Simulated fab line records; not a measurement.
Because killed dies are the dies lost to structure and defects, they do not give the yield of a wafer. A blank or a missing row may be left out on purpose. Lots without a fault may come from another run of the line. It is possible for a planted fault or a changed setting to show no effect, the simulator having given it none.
A struck lot beside a sound one :: flow n5_finfet :: 30 steps out of a route of 1938
Sound: the wafers L179.1, L179.2, L179.6. Wafers struck: L194.1, L194.2, L194.4. The cause is named last.
Order at every step that has rows: each side's tool, ch and its chambers, its first start. Under that, the readings that differ: sound wafers :: struck wafers :: difference of the means :: sigmas: that difference in standard deviations of wafers without a fault.
alike: a reading whose means differ by less than 2 such deviations, as well as words and numbers matching on both sides. not compared: withheld readings; readings where some wafer has no value; bounds like >300 that might hide an equal value; numbers whose values overlap and for which the record gives no deviation.
Wherever a step has rows on one side only, a row that says differs or no value, or a row with sigmas, the two part there. When numbers do not overlap yet have no deviation, they are printed without sigmas and do not part them. A reading missing from all wafers of one side parts the sides only when that side holds two or more wafers.

first, 1 step without rows for these wafers: N5_BEOL_M11_CURE_72 (cures SiCOH lowk, time 120 s).
N5_BEOL_M11_DEGAS_44: time 60 s.
  sound on pvd_sputter-03 at day 11 18:29; struck on pvd_sputter-02 at day 15 09:52
  alike: heater_power_w
then, 2 steps without rows for these wafers: N5_BEOL_M11_PRE_CLEAN_45 (time 30 s); N5_BEOL_M11_ALD_74 (deposits TaN, target thk 2 nm, pulse time 2 s, purge time 3 s).
N5_BEOL_M11_SURFACE_TREAT_76:
  sound on pvd_sputter-01 at day 11 18:57; struck on pvd_sputter-01 at day 15 10:40
  not compared: throttle_valve_pct
then, 3 steps without rows for these wafers: N5_BEOL_M11_CVD_75 (deposits Co from CCTBA/H2, target thk 2 nm, time 138.9 s); N5_BEOL_M11_SPUTTER_48 (material Cu, target thk 12 nm, time 2 s); N5_BEOL_M11_ECD_50 (material Cu, target thk 318 nm).
N5_BEOL_M11_ANNEAL_51: time 90 s.
  sound on rtp_anneal-02 ch 0, day 11 20:26; struck on rtp_anneal-02 ch 0, day 15 11:25
  alike: wafer_temp_C_max
N5_BEOL_M11_CMP_52: polishes, stops on SiCOH lowk, t overpolish 7 s, target thk 140 nm.
  sound on cmp-03 ch 0,3, day 11 20:45; struck on cmp-04 ch 1,2,3, day 15 11:45
  alike: barrier_field_endpoint_s, motor_current_A, overpolish_run_s, slurry_filter_dp_kPa, time_to_endpoint_s
N5_BEOL_M11_THK_MEAS_53: measures by xrf.
  sound on film_metro-01 at day 11 21:02; struck on film_metro-02 at day 15 12:00
  alike: M11_THK
then, 1 step without rows for these wafers: N5_BEOL_M11_PRE_CLEAN_55 (time 15 s).
N5_BEOL_M11_DEP_56: deposits SiCN from 3MS/NH3, target thk 30 nm, time 10.5 s.
  sound on pecvd-01 ch 0,2, day 11 21:07; struck on pecvd-01 ch 0,2, day 15 12:04
  alike: showerhead_plenum_p_Torr, throttle_valve_pct
N5_BEOL_M11_RS_MEAS_57: a four-point-probe measurement.
  sound on film_metro-01 at day 11 21:11; struck on film_metro-01 at day 15 12:08
  alike: M11_RS
N5_BEOL_M11_INSPECT_58: inspects for defects (darkfield).
  sound on defect_inspect-02 at day 11 21:13; struck on defect_inspect-02 at day 15 12:10
reading: raw_defect_count
sound: 113 76 79
struck: 1215 1240 1177
difference: +1121
sigmas: +40
N5_BEOL_M12_ILD_DEP_00: deposits SiOC from DEMS/O2, target thk 658.92 nm, time 130.7 s.
  sound on pecvd-01 ch 0,2, day 11 21:15; struck on pecvd-04 ch 0,1, day 15 12:11
  alike: heater_power_w, showerhead_plenum_p_Torr, throttle_valve_pct
N5_BEOL_M12_THK_MEAS_01:
  sound on film_metro-02 at day 11 21:26; struck on film_metro-01 at day 15 12:19
  alike: M12_ILD_THK
then, 8 steps without rows for these wafers: N5_BEOL_M12_COAT_58 (time 60 s, resist thk 89 nm); N5_BEOL_M12_COAT_04 (resist thk 400 nm); N5_BEOL_M12_EBR_06; N5_BEOL_M12_SOFTBAKE_05 (time 60 s); N5_BEOL_M12_EXPOSE_07 (exposes mask V11); N5_BEOL_M12_PEB_08 (peb time 90 s); N5_BEOL_M12_DEVELOP_09 (develop time 45 s); N5_BEOL_M12_HARDBAKE_14 (time 120 s).
N5_BEOL_M12_CD_MEAS_10: the cd target is 140 nm.
  sound on cd_sem-02 ch 0, day 11 21:44; struck on cd_sem-02 ch 0, day 15 12:38
  alike: cd_nm
N5_BEOL_M12_OVL_MEAS_11:
  sound on overlay-01 ch 0, day 11 21:46; struck on overlay-01 ch 0, day 15 12:40
  alike: V11_OVL
N5_BEOL_M12_INSPECT_12: inspects for defects (macro).
  sound on defect_inspect-02 at day 11 21:47; struck on defect_inspect-02 at day 15 12:41
reading: raw_defect_count
sound: 1 2 3
struck: >300 >300 >300
difference: differs
sigmas: 
then, 1 step without rows for these wafers: N5_BEOL_M12_DESCUM_15 (chemistry O2, time 7.9 s).
N5_PASSIVATION_PROBE_49:
  sound on prober-02 at day 13 14:25; struck on prober-01 at day 16 22:10
reading: defect_limited_yield (%)
sound: 89.0 94.1 92.7
struck: 86.7 82.9 85.4
difference: -6.9
sigmas: -5

reading: killed_at_M4_up
sound: 12 10 12
struck: 76 110 79
difference: +77
sigmas: +13

reading: killed_at_other
sound: 3 0 4
struck: 9 16 7
difference: +8
sigmas: +2

reading: killed_dies
sound: 130 70 86
struck: 157 202 172
difference: +82
sigmas: +5

reading: killed_on_rim
sound: 17 9 7
struck: 37 36 30
difference: +23
sigmas: +5

reading: sort_bin_5_function (%)
sound: 6.4 3.8 4.1
struck: 7.9 9.7 8.5
difference: +3.9
sigmas: +4

reading: sort_bin_8_speed (%)
sound: 0 0 0
struck: 2.63 0 0
difference: +0.88
sigmas: +4

reading: sort_n_pass
sound: 1050 1110 1094
struck: 992 978 1008
difference: -92
sigmas: -5

reading: sort_yield_pct (%)
sound: 89.0 94.1 92.7
struck: 84.1 82.9 85.4
difference: -7.8
sigmas: -5
  alike: killed_at_M0_to_M3, killed_at_contacts, killed_at_front_end, killed_open, killed_short, sort_bin_6_memory

## WHERE THEY PART
Last at N5_PASSIVATION_PROBE_49 as far as this record goes, first at N5_BEOL_M11_INSPECT_58.

WHY: whatever the simulator had introduced
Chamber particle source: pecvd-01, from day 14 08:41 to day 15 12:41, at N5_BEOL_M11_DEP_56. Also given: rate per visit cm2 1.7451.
